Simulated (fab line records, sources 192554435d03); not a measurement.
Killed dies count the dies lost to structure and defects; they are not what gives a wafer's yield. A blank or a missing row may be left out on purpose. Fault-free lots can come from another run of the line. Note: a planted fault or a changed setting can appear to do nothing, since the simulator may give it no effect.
Which tool is to blame?	flow n5_finfet	24 lots with 72 wafers sampled at 6 steps, on a route of 1938 steps

== WHAT THE GAUGES READ, wafer by wafer ==
N5_DUMMY_GATE_INSPECT_17: inspects for defects (brightfield). Usual: 200 for raw_defect_count, sd 51.
lot	measured	on	raw_defect_count	flag
L074	day 3 02:15	defect_inspect-01	119 177 205	
L075	day 3 09:11	defect_inspect-02	197 330 216	
L076	day 3 10:10	defect_inspect-01	198 265 211	
L077	day 3 17:37	defect_inspect-01	190 191 202	
L078	day 3 22:10	defect_inspect-01	207 217 211	
L079	day 4 05:41	defect_inspect-02	257 256 215	
L080	day 4 14:09	defect_inspect-01	158 201 261	
L081	day 4 17:50	defect_inspect-01	123 165 143	
L082	day 4 22:05	defect_inspect-02	226 188 186	
L083	day 5 04:31	defect_inspect-02	247 214 364	
L084	day 5 09:44	defect_inspect-01	227 185 172	
L085	day 5 15:23	defect_inspect-01	249 182 189	
L086	day 6 03:11	defect_inspect-02	167 151 137	
L087	day 6 05:25	defect_inspect-02	231 274 225	
L088	day 6 12:03	defect_inspect-01	182 196 109	
L089	day 6 15:37	defect_inspect-01	163 105 208	
L090	day 6 22:25	defect_inspect-02	166 179 134	
L091	day 7 04:26	defect_inspect-01	95 199 157	
L092	day 7 09:25	defect_inspect-01	165 244 175	
L093	day 7 15:27	defect_inspect-01	359 221 231	
L094	day 8 01:01	defect_inspect-02	132 236 165	
L095	day 8 05:36	defect_inspect-01	211 276 190	
L096	day 8 16:34	defect_inspect-02	207 249 241	
L097	day 8 21:13	defect_inspect-01	208 193 194	

N5_SD_EPI_N_INSPECT_11: inspects for defects (macro). Usual: 1.9 for raw_defect_count, sd 1.3.
lot	measured	on	raw_defect_count	flag
L074	day 3 04:31	defect_inspect-01	1 1 2	
L075	day 3 11:23	defect_inspect-01	3 2 0	
L076	day 3 12:25	defect_inspect-01	0 3 1	
L077	day 3 20:32	defect_inspect-01	0 6 1	
L078	day 4 00:25	defect_inspect-01	4 1 1	
L079	day 4 08:50	defect_inspect-01	1 0 2	
L080	day 4 16:41	defect_inspect-01	1 3 1	
L081	day 4 20:31	defect_inspect-01	5 1 3	
L082	day 5 00:17	defect_inspect-02	1 5 4	
L083	day 5 07:14	defect_inspect-01	3 2 0	
L084	day 5 13:48	defect_inspect-02	1 1 2	
L085	day 5 17:31	defect_inspect-02	0 2 1	
L086	day 6 06:10	defect_inspect-02	4 2 1	
L087	day 6 09:42	defect_inspect-01	3 3 2	
L088	day 6 14:18	defect_inspect-01	0 2 2	
L089	day 6 17:44	defect_inspect-01	2 3 2	
L090	day 7 01:22	defect_inspect-01	0 3 2	
L091	day 7 06:59	defect_inspect-01	1 0 4	
L092	day 7 11:32	defect_inspect-01	2 2 3	
L093	day 7 18:54	defect_inspect-01	2 3 2	
L094	day 8 03:08	defect_inspect-01	1 4 1	
L095	day 8 07:52	defect_inspect-01	1 1 1	
L096	day 8 19:43	defect_inspect-02	3 3 3	
L097	day 8 23:31	defect_inspect-02	1 2 2	

== WHAT TOOL EACH LOT RAN ON (gives the tool, then ch and the chambers of the sampled wafers, and finally the start) ==
lot	N5_FIN_SAQP_STRIP_70	N5_FIN_SAQP_FIN_ETCH_36	N5_FIN_CUT_DESCUM_13	N5_DUMMY_GATE_ETCH_32
L074	rie_diel-01 ch 0,1, day 2 03:29	rie_si-02 ch 0,2, day 2 04:38	rie_diel-05 ch 0,1,2, day 2 05:26	rie_si-03 ch 0,1,3, day 3 02:58
L075	rie_diel-01 ch 0,1,3, day 2 07:32	rie_si-01 ch 0,3, day 2 08:45	rie_diel-05 ch 0,1,2, day 2 09:34	rie_si-03 ch 0,2,3, day 3 09:59
L076	rie_diel-01 ch 0,1,3, day 2 12:32	rie_si-01 ch 1,2,3, day 2 13:46	rie_diel-06 ch 0,3, day 2 14:34	rie_si-04 ch 0,2, day 3 10:52
L077	rie_diel-02 ch 1,2, day 2 20:26	rie_si-01 ch 0,1,3, day 2 21:59	rie_diel-03 ch 0,2,3, day 2 22:40	rie_si-03 ch 0,1,3, day 3 18:52
L078	rie_diel-01 ch 0,2, day 3 02:04	rie_si-02 ch 1,2,3, day 3 03:08	rie_diel-05 ch 1,2,3, day 3 03:56	rie_si-05 ch 0,1,2, day 3 22:52
L079	rie_diel-04 ch 0,2,3, day 3 07:17	rie_si-02 ch 1,2,3, day 3 08:28	rie_diel-05 ch 0,3, day 3 09:16	rie_si-05 ch 0,2,3, day 4 06:59
L080	rie_diel-02 ch 1,2,3, day 3 17:02	rie_si-02 ch 0,1, day 3 18:56	rie_diel-03 ch 0,2, day 3 19:48	rie_si-05 ch 0,1,3, day 4 15:04
L081	rie_diel-02 ch 0,1,2, day 3 19:08	rie_si-02 ch 0,3, day 3 20:12	rie_diel-05 ch 0,1, day 3 20:53	rie_si-03 ch 0,1, day 4 18:37
L082	rie_diel-04 ch 2,3, day 4 01:35	rie_si-02 ch 0,1,2, day 4 02:43	rie_diel-05 ch 0,1,3, day 4 03:31	rie_si-05 ch 0,1,3, day 4 22:47
L083	rie_diel-04 ch 0,2,3, day 4 07:31	rie_si-01 ch 1,2, day 4 08:48	rie_diel-03 ch 1,3, day 4 09:28	rie_si-03 ch 2,3, day 5 05:37
L084	rie_diel-04 ch 0,1,2, day 4 13:20	rie_si-01 ch 0,2,3, day 4 14:26	rie_diel-05 ch 0,2,3, day 4 15:06	rie_si-04 ch 0,3, day 5 10:26
L085	rie_diel-01 ch 0,2,3, day 4 18:59	rie_si-01 ch 0,2,3, day 4 20:13	rie_diel-03 ch 0,2,3, day 4 20:53	rie_si-04 ch 0,2,3, day 5 16:05
L086	rie_diel-04 ch 0,3, day 5 02:09	rie_si-01 ch 1,2,3, day 5 03:55	rie_diel-05 ch 0,3, day 5 04:43	rie_si-04 ch 0,3, day 6 04:03
L087	rie_diel-02 ch 0,2,3, day 5 07:17	rie_si-06 ch 0,2, day 5 08:20	rie_diel-03 ch 0,2,3, day 5 09:08	rie_si-04 ch 1,2,3, day 6 06:32
L088	rie_diel-01 ch 0,1,2, day 5 15:27	rie_si-02 ch 0,2, day 5 16:32	rie_diel-03 ch 1,2, day 5 17:13	rie_si-03 ch 0,3, day 6 12:46
L089	rie_diel-04 ch 0,1,3, day 5 19:25	rie_si-06 ch 0,1,2, day 5 20:30	rie_diel-06 ch 1,2,3, day 5 21:19	rie_si-05 ch 0,1,2, day 6 16:19
L090	rie_diel-04 ch 1,2,3, day 6 01:20	rie_si-02 ch 1,2,3, day 6 02:30	rie_diel-06 ch 0,1,2, day 6 03:11	rie_si-04 ch 0,2,3, day 6 23:20
L091	rie_diel-04 ch 0,2,3, day 6 07:41	rie_si-02 ch 0,1,2, day 6 08:45	rie_diel-05 ch 0,1,3, day 6 09:26	rie_si-04 ch 0,1, day 7 05:08
L092	rie_diel-01 ch 0,2,3, day 6 13:09	rie_si-02 ch 0,3, day 6 14:13	rie_diel-03 ch 1,2,3, day 6 14:55	rie_si-04 ch 1,2, day 7 10:07
L093	rie_diel-01 ch 2,3, day 6 19:05	rie_si-02 ch 0,1, day 6 20:16	rie_diel-03 ch 0,1,3, day 6 20:57	rie_si-03 ch 1,3, day 7 16:44
L094	rie_diel-04 ch 0,1,2, day 7 01:21	rie_si-02 ch 1,2,3, day 7 02:34	rie_diel-06 ch 0,2,3, day 7 03:27	rie_si-05 ch 1,2,3, day 8 01:44
L095	rie_diel-04 ch 1,2, day 7 08:56	rie_si-06 ch 0,1,2, day 7 10:05	rie_diel-03 ch 0,1,2, day 7 10:46	rie_si-03 ch 0,1,2, day 8 06:20
L096	rie_diel-02 ch 0,2,3, day 7 14:23	rie_si-06 ch 1,2,3, day 7 17:11	rie_diel-06 ch 0,2,3, day 7 18:39	rie_si-05 ch 0,2,3, day 8 17:29
L097	rie_diel-04 ch 0,1, day 7 22:09	rie_si-01 ch 0,3, day 8 00:40	rie_diel-03 ch 1,2,3, day 8 01:28	rie_si-05 ch 1,3, day 8 21:55
- N5_FIN_SAQP_STRIP_70: strips in N2/H2.
- N5_FIN_SAQP_FIN_ETCH_36: etches the open film in HBr/Cl2/O2, target depth 120 nm, time 50.4 s.
- N5_FIN_CUT_DESCUM_13: chemistry O2, time 7 s.
- N5_DUMMY_GATE_ETCH_32: etches SiO2 in CF4, target depth 3.5 nm, time 3.9 s.

== AS READ BY THE TOOLS THEMSELVES (means over the sampled wafers that have a number; for cases with no such wafer, the mark the record gives instead) ==
N5_FIN_SAQP_STRIP_70. Usual: drypump_motor_current_A 5.5 A, standard deviation 0.31; oes_product_au 0.84 a.u., standard deviation 0.1; rf_vpp_V 122.1 V, standard deviation 0.93; showerhead_plenum_p_Torr 3.41 Torr, standard deviation 0.09; throttle_valve_pct 18.81 %, standard deviation 0.25.
lot	tool	drypump_motor_current_A (A)	oes_product_au (a.u.)	rf_vpp_V (V)	showerhead_plenum_p_Torr (Torr)	throttle_valve_pct (%)	flag
L074	rie_diel-01	5.5	0.92	122.4	3.54	18.73	
L075	rie_diel-01	5.6	0.81	123.1	3.45	18.83	
L076	rie_diel-01	5.6	0.80	122.6	3.45	18.85	
L077	rie_diel-02	5.2	0.80	122.6	3.38	18.69	
L078	rie_diel-01	5.6	0.97	122.1	3.57	18.56	
L079	rie_diel-04	5.6	0.88	122.3	3.40	18.74	
L080	rie_diel-02	5.1	0.80	122.2	3.42	18.71	
L081	rie_diel-02	5.3	0.78	122.5	3.42	19.00	
L082	rie_diel-04	5.6	0.92	121.6	3.42	18.82	
L083	rie_diel-04	5.6	0.85	121.5	3.39	18.77	
L084	rie_diel-04	5.5	0.88	121.5	3.36	18.88	
L085	rie_diel-01	5.7	0.93	121.9	3.47	18.54	
L086	rie_diel-04	5.6	0.85	122.4	3.39	18.71	
L087	rie_diel-02	5.4	0.73	122.8	3.44	18.92	
L088	rie_diel-01	5.7	0.84	122.4	3.52	18.75	
L089	rie_diel-04	5.6	0.86	121.2	3.35	18.82	
L090	rie_diel-04	5.5	0.92	121.4	3.38	18.94	
L091	rie_diel-04	5.6	0.84	122.1	3.38	18.80	
L092	rie_diel-01	5.7	0.90	122.4	3.46	18.56	
L093	rie_diel-01	5.8	0.91	121.2	3.38	18.52	
L094	rie_diel-04	5.6	0.84	122.0	3.35	18.91	
L095	rie_diel-04	5.4	0.90	122.4	3.34	19.04	
L096	rie_diel-02	5.4	0.72	121.6	3.43	18.95	
L097	rie_diel-04	5.6	0.85	121.0	3.30	18.95	

N5_FIN_SAQP_FIN_ETCH_36. Usual: drypump_motor_current_A 5.7 A, standard deviation 0.44; oes_product_au 1.000 a.u., standard deviation 0.012; throttle_valve_pct 36.08 %, standard deviation 0.24.
lot	tool	drypump_motor_current_A (A)	oes_product_au (a.u.)	throttle_valve_pct (%)	flag
L074	rie_si-02	5.6	1.013	36.38	
L075	rie_si-01	5.2	1.003	36.21	
L076	rie_si-01	5.3	0.993	36.00	
L077	rie_si-01	5.5	0.999	36.10	
L078	rie_si-02	5.8	1.001	36.12	
L079	rie_si-02	5.8	1.003	36.12	
L080	rie_si-02	5.8	1.013	36.17	
L081	rie_si-02	5.9	0.986	36.08	
L082	rie_si-02	5.7	1.014	36.21	
L083	rie_si-01	5.6	1.002	35.89	
L084	rie_si-01	5.4	1.002	36.09	
L085	rie_si-01	5.4	0.990	36.11	
L086	rie_si-01	5.2	0.999	36.00	
L087	rie_si-06	5.3	1.002	36.28	
L088	rie_si-02	5.6	0.984	36.39	
L089	rie_si-06	5.3	0.994	35.96	
L090	rie_si-02	5.8	1.007	36.09	
L091	rie_si-02	5.7	1.008	36.20	
L092	rie_si-02	5.8	1.007	36.15	
L093	rie_si-02	5.9	1.013	36.05	
L094	rie_si-02	5.8	1.000	36.12	
L095	rie_si-06	5.4	0.992	35.96	
L096	rie_si-06	5.8	0.989	35.80	
L097	rie_si-01	5.2	0.996	36.22	

N5_FIN_CUT_DESCUM_13. Usual: drypump_motor_current_A 5.4 A, standard deviation 0.41; oes_product_au 0.79 a.u., standard deviation 0.078; rf_vpp_V 243.2 V, standard deviation 1; showerhead_plenum_p_Torr 2.10 Torr, standard deviation 0.041; throttle_valve_pct 20.39 %, standard deviation 0.24.
lot	tool	drypump_motor_current_A (A)	oes_product_au (a.u.)	rf_vpp_V (V)	showerhead_plenum_p_Torr (Torr)	throttle_valve_pct (%)	flag
L074	rie_diel-05	5.2	0.85	242.8	2.08	20.46	
L075	rie_diel-05	5.2	0.85	242.8	2.08	20.45	
L076	rie_diel-06	5.3	0.75	243.4	2.08	20.62	
L077	rie_diel-03	5.8	0.74	244.0	2.12	20.37	
L078	rie_diel-05	5.4	0.86	242.9	2.09	20.30	
L079	rie_diel-05	5.1	0.75	242.6	2.09	20.46	
L080	rie_diel-03	5.9	0.72	243.7	2.14	20.22	
L081	rie_diel-05	4.9	0.79	242.6	2.07	20.47	
L082	rie_diel-05	5.1	0.81	242.9	2.08	20.30	
L083	rie_diel-03	5.3	0.81	243.3	2.10	20.45	
L084	rie_diel-05	5.4	0.78	242.9	2.10	20.47	
L085	rie_diel-03	5.8	0.73	243.2	2.11	20.39	
L086	rie_diel-05	5.2	0.76	243.4	2.10	20.31	
L087	rie_diel-03	5.8	0.73	243.2	2.11	20.40	
L088	rie_diel-03	5.6	0.76	244.6	2.15	20.14	
L089	rie_diel-06	5.6	0.74	242.6	2.05	20.57	
L090	rie_diel-06	5.6	0.74	243.3	2.06	20.55	
L091	rie_diel-05	5.1	0.79	243.1	2.07	20.33	
L092	rie_diel-03	5.4	0.77	242.9	2.13	20.32	
L093	rie_diel-03	5.6	0.86	243.1	2.09	20.31	
L094	rie_diel-06	5.5	0.74	242.4	2.09	20.62	
L095	rie_diel-03	5.7	0.83	244.3	2.11	20.16	
L096	rie_diel-06	5.4	0.73	242.5	2.09	20.63	
L097	rie_diel-03	5.4	0.76	244.4	2.12	20.32	

N5_DUMMY_GATE_ETCH_32. Usual: drypump_motor_current_A 5.8 A, standard deviation 0.3; oes_product_au 1.000 a.u., standard deviation 0.016; throttle_valve_pct 21.84 %, standard deviation 0.23.
lot	tool	drypump_motor_current_A (A)	oes_product_au (a.u.)	throttle_valve_pct (%)	flag
L074	rie_si-03	5.8	0.994	21.68	
L075	rie_si-03	5.9	0.987	21.57	
L076	rie_si-04	5.6	0.992	22.03	
L077	rie_si-03	5.8	1.000	21.69	
L078	rie_si-05	5.8	1.006	21.92	
L079	rie_si-05	5.8	1.017	21.81	
L080	rie_si-05	5.8	0.995	21.84	
L081	rie_si-03	5.9	0.994	21.87	
L082	rie_si-05	5.8	1.007	21.83	
L083	rie_si-03	5.9	1.008	21.59	
L084	rie_si-04	5.9	0.995	22.15	
L085	rie_si-04	5.6	0.991	22.04	
L086	rie_si-04	5.9	0.997	22.16	
L087	rie_si-04	5.9	0.998	21.91	
L088	rie_si-03	5.8	0.993	21.48	
L089	rie_si-05	5.8	1.003	21.91	
L090	rie_si-04	5.6	1.001	22.02	
L091	rie_si-04	6.3	1.003	21.93	
L092	rie_si-04	6.1	1.014	21.79	
L093	rie_si-03	5.9	0.995	21.89	
L094	rie_si-05	5.7	1.000	21.96	
L095	rie_si-03	6.0	0.990	21.75	
L096	rie_si-05	5.8	1.021	21.83	
L097	rie_si-05	5.8	0.998	21.88	

== THE ANSWER, worked out from the rows above alone ==
Rule: a lot is off if the mean of its wafers that have a number lies more than 3 standard deviations from the usual mean. A lot without any number at a reading at which 4 lots or more have one is off too. All remaining lots with rows at the step are treated as sound. The gauges are gone through in route order, then the tools' own readings, and for those a lot's mean is taken as printed above. At the first step where some lot is off, the reading lying furthest off is the one used; lots without a number count as furthest.
No lot is off on any of the readings shown, so nothing can be concluded from this.

== WHAT THE SIMULATOR HAD INSERTED ==
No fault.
